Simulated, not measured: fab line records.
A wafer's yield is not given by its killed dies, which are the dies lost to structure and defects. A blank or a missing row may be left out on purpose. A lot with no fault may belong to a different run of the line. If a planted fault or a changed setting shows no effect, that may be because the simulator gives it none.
Lot-split experiment || flow n5_finfet || 39 wafers read across 7 lots, on a route 1938 steps long

== THE SPLIT ITSELF ==
At N5_MOL_CONTACT_COAG_ETCH_91 (etches SOC in N2/H2, target depth 60 nm, overetch 21 nm, time 101.2 s), the setting source_w was moved away from the recipe's 840 W on 12 of the 39 wafers read, by -16.5% to +16.7%. All remaining wafers had this setting at the recipe value.

Reading taken at the split's own step.

== THE READING ==
rf_vpp_V, in V, at N5_MOL_CONTACT_COAG_ETCH_91 (etches SOC in N2/H2, target depth 60 nm, overetch 21 nm, time 101.2 s). Typical for fault-free wafers on this fab line: 523.8 V, with standard deviation 2 V.

{"wafer": "L078.1", "tool, chamber at the split": "rie_diel-01, 3", "source_w as run, W": 840, "against the recipe": "recipe", "rf_vpp_V, V": 520.7, "against lot-mates on the recipe": "-"}
{"wafer": "L078.2", "tool, chamber at the split": "rie_diel-01, 0", "source_w as run, W": 979.9, "against the recipe": "+16.7%", "rf_vpp_V, V": 498.0, "against lot-mates on the recipe": -23.2}
{"wafer": "L078.3", "tool, chamber at the split": "rie_diel-01, 2", "source_w as run, W": 979.9, "against the recipe": "+16.7%", "rf_vpp_V, V": 494.3, "against lot-mates on the recipe": -26.9}
{"wafer": "L078.4", "tool, chamber at the split": "rie_diel-01, 1", "source_w as run, W": 979.9, "against the recipe": "+16.7%", "rf_vpp_V, V": 499.9, "against lot-mates on the recipe": -21.3}
{"wafer": "L078.5", "tool, chamber at the split": "rie_diel-01, 3", "source_w as run, W": 840, "against the recipe": "recipe", "rf_vpp_V, V": 521.7, "against lot-mates on the recipe": "-"}
{"wafer": "L078.6", "tool, chamber at the split": "rie_diel-01, 2", "source_w as run, W": 840, "against the recipe": "recipe", "rf_vpp_V, V": 521.3, "against lot-mates on the recipe": "-"}
{"wafer": "L081.2", "tool, chamber at the split": "rie_diel-04, 2", "source_w as run, W": 840, "against the recipe": "recipe", "rf_vpp_V, V": 523.7, "against lot-mates on the recipe": "-"}
{"wafer": "L081.3", "tool, chamber at the split": "rie_diel-04, 3", "source_w as run, W": 840, "against the recipe": "recipe", "rf_vpp_V, V": 525.7, "against lot-mates on the recipe": "-"}
{"wafer": "L081.4", "tool, chamber at the split": "rie_diel-04, 1", "source_w as run, W": 840, "against the recipe": "recipe", "rf_vpp_V, V": 524.0, "against lot-mates on the recipe": "-"}
{"wafer": "L082.1", "tool, chamber at the split": "rie_diel-04, 1", "source_w as run, W": 840, "against the recipe": "recipe", "rf_vpp_V, V": 524.5, "against lot-mates on the recipe": "-"}
{"wafer": "L082.2", "tool, chamber at the split": "rie_diel-04, 0", "source_w as run, W": 898, "against the recipe": "+6.9%", "rf_vpp_V, V": 511.7, "against lot-mates on the recipe": -13.5}
{"wafer": "L082.3", "tool, chamber at the split": "rie_diel-04, 3", "source_w as run, W": 840, "against the recipe": "recipe", "rf_vpp_V, V": 524.4, "against lot-mates on the recipe": "-"}
{"wafer": "L082.4", "tool, chamber at the split": "rie_diel-04, 2", "source_w as run, W": 898, "against the recipe": "+6.9%", "rf_vpp_V, V": 512.9, "against lot-mates on the recipe": -12.3}
{"wafer": "L082.5", "tool, chamber at the split": "rie_diel-04, 2", "source_w as run, W": 898, "against the recipe": "+6.9%", "rf_vpp_V, V": 513.3, "against lot-mates on the recipe": -11.9}
{"wafer": "L082.6", "tool, chamber at the split": "rie_diel-04, 3", "source_w as run, W": 840, "against the recipe": "recipe", "rf_vpp_V, V": 526.7, "against lot-mates on the recipe": "-"}
{"wafer": "L083.1", "tool, chamber at the split": "rie_diel-04, 3", "source_w as run, W": 840, "against the recipe": "recipe", "rf_vpp_V, V": 526.1, "against lot-mates on the recipe": "-"}
{"wafer": "L083.2", "tool, chamber at the split": "rie_diel-04, 2", "source_w as run, W": 748.5, "against the recipe": "-10.9%", "rf_vpp_V, V": 544.4, "against lot-mates on the recipe": "+19.1"}
{"wafer": "L083.3", "tool, chamber at the split": "rie_diel-04, 1", "source_w as run, W": 748.5, "against the recipe": "-10.9%", "rf_vpp_V, V": 546.0, "against lot-mates on the recipe": "+20.7"}
{"wafer": "L083.4", "tool, chamber at the split": "rie_diel-04, 0", "source_w as run, W": 748.5, "against the recipe": "-10.9%", "rf_vpp_V, V": 543.5, "against lot-mates on the recipe": "+18.2"}
{"wafer": "L083.5", "tool, chamber at the split": "rie_diel-04, 1", "source_w as run, W": 840, "against the recipe": "recipe", "rf_vpp_V, V": 524.2, "against lot-mates on the recipe": "-"}
{"wafer": "L083.6", "tool, chamber at the split": "rie_diel-04, 2", "source_w as run, W": 840, "against the recipe": "recipe", "rf_vpp_V, V": 525.5, "against lot-mates on the recipe": "-"}
{"wafer": "L092.1", "tool, chamber at the split": "rie_diel-04, 0", "source_w as run, W": 840, "against the recipe": "recipe", "rf_vpp_V, V": 522.7, "against lot-mates on the recipe": "-"}
{"wafer": "L092.2", "tool, chamber at the split": "rie_diel-04, 2", "source_w as run, W": 701.7, "against the recipe": "-16.5%", "rf_vpp_V, V": 557.4, "against lot-mates on the recipe": "+32.9"}
{"wafer": "L092.3", "tool, chamber at the split": "rie_diel-04, 1", "source_w as run, W": 840, "against the recipe": "recipe", "rf_vpp_V, V": 525.7, "against lot-mates on the recipe": "-"}
{"wafer": "L092.4", "tool, chamber at the split": "rie_diel-04, 1", "source_w as run, W": 840, "against the recipe": "recipe", "rf_vpp_V, V": 525.0, "against lot-mates on the recipe": "-"}
{"wafer": "L092.5", "tool, chamber at the split": "rie_diel-04, 2", "source_w as run, W": 701.7, "against the recipe": "-16.5%", "rf_vpp_V, V": 556.2, "against lot-mates on the recipe": "+31.7"}
{"wafer": "L092.6", "tool, chamber at the split": "rie_diel-04, 0", "source_w as run, W": 701.7, "against the recipe": "-16.5%", "rf_vpp_V, V": 554.6, "against lot-mates on the recipe": "+30.1"}
{"wafer": "L094.1", "tool, chamber at the split": "rie_diel-01, 0", "source_w as run, W": 840, "against the recipe": "recipe", "rf_vpp_V, V": 522.9, "against lot-mates on the recipe": "-"}
{"wafer": "L094.2", "tool, chamber at the split": "rie_diel-01, 3", "source_w as run, W": 840, "against the recipe": "recipe", "rf_vpp_V, V": 522.0, "against lot-mates on the recipe": "-"}
{"wafer": "L094.3", "tool, chamber at the split": "rie_diel-01, 1", "source_w as run, W": 840, "against the recipe": "recipe", "rf_vpp_V, V": 526.5, "against lot-mates on the recipe": "-"}
{"wafer": "L094.4", "tool, chamber at the split": "rie_diel-01, 2", "source_w as run, W": 840, "against the recipe": "recipe", "rf_vpp_V, V": 520.6, "against lot-mates on the recipe": "-"}
{"wafer": "L094.5", "tool, chamber at the split": "rie_diel-01, 0", "source_w as run, W": 840, "against the recipe": "recipe", "rf_vpp_V, V": 524.5, "against lot-mates on the recipe": "-"}
{"wafer": "L094.6", "tool, chamber at the split": "rie_diel-01, 3", "source_w as run, W": 840, "against the recipe": "recipe", "rf_vpp_V, V": 520.2, "against lot-mates on the recipe": "-"}
{"wafer": "L097.1", "tool, chamber at the split": "rie_diel-01, 1", "source_w as run, W": 840, "against the recipe": "recipe", "rf_vpp_V, V": 526.8, "against lot-mates on the recipe": "-"}
{"wafer": "L097.2", "tool, chamber at the split": "rie_diel-01, 0", "source_w as run, W": 840, "against the recipe": "recipe", "rf_vpp_V, V": 524.6, "against lot-mates on the recipe": "-"}
{"wafer": "L097.3", "tool, chamber at the split": "rie_diel-01, 3", "source_w as run, W": 840, "against the recipe": "recipe", "rf_vpp_V, V": 521.0, "against lot-mates on the recipe": "-"}
{"wafer": "L097.4", "tool, chamber at the split": "rie_diel-01, 1", "source_w as run, W": 840, "against the recipe": "recipe", "rf_vpp_V, V": 527.2, "against lot-mates on the recipe": "-"}
{"wafer": "L097.5", "tool, chamber at the split": "rie_diel-01, 3", "source_w as run, W": 840, "against the recipe": "recipe", "rf_vpp_V, V": 520.9, "against lot-mates on the recipe": "-"}
{"wafer": "L097.6", "tool, chamber at the split": "rie_diel-01, 0", "source_w as run, W": 840, "against the recipe": "recipe", "rf_vpp_V, V": 523.4, "against lot-mates on the recipe": "-"}

FIT RESULTS
A straight line over all 39 wafers: rf_vpp_V changes by -1.78 V for each +1% of source_w; r = -0.99; the points scatter about the line by 2.3 V.
The same after taking each lot's own level away (the mean of its wafers on the recipe; 39 wafers): -1.7 V for each +1%; r = -0.98; scatter 2.3 V.
Per that fit: largest source_w move, reading shift of 28 V.
Measured against the standard deviation above, the lots' own levels, which go from 521.23 to 525.27 V, span 2.0 times it.
The two slopes are in agreement: the lot-to-lot level therefore moves the slope only a little.
Check: with one of the wafers moved furthest among these (+16.7%) left out of the fit, the line predicts -28.5 V for it against its lot-mates. It came out at -23.2 V against them.
Tool readings at the split's step, against how far the setting was moved: rf_vpp_V r = -0.99.

== ADDITIONAL SPLITS CARRIED BY THESE WAFERS ==
Other splits were also applied to these wafers ahead of the reading. Each is held against what the fit with the lots' levels taken away leaves over:
{"other split on the same wafers": "N5_DUMMY_GATE_ETCH_37 source_w", "wafers away from the commonest value": 12, "r with rf_vpp_V (lot level and that fit taken away)": "+0.12"}
{"other split on the same wafers": "N5_SD_EPI_N_LINER_46 target_thk_a", "wafers away from the commonest value": 15, "r with rf_vpp_V (lot level and that fit taken away)": -0.04}
{"other split on the same wafers": "N5_HKMG_FIN_ETCH_54 source_w", "wafers away from the commonest value": 9, "r with rf_vpp_V (lot level and that fit taken away)": "+0.10"}
{"other split on the same wafers": "N5_GATE_CUT_ETCH_58 bias_w", "wafers away from the commonest value": 15, "r with rf_vpp_V (lot level and that fit taken away)": "+0.14"}

== FILE'S OWN FIT ==
rf_vpp_V changes by -1.7 V for each +1% of source_w, r = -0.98.
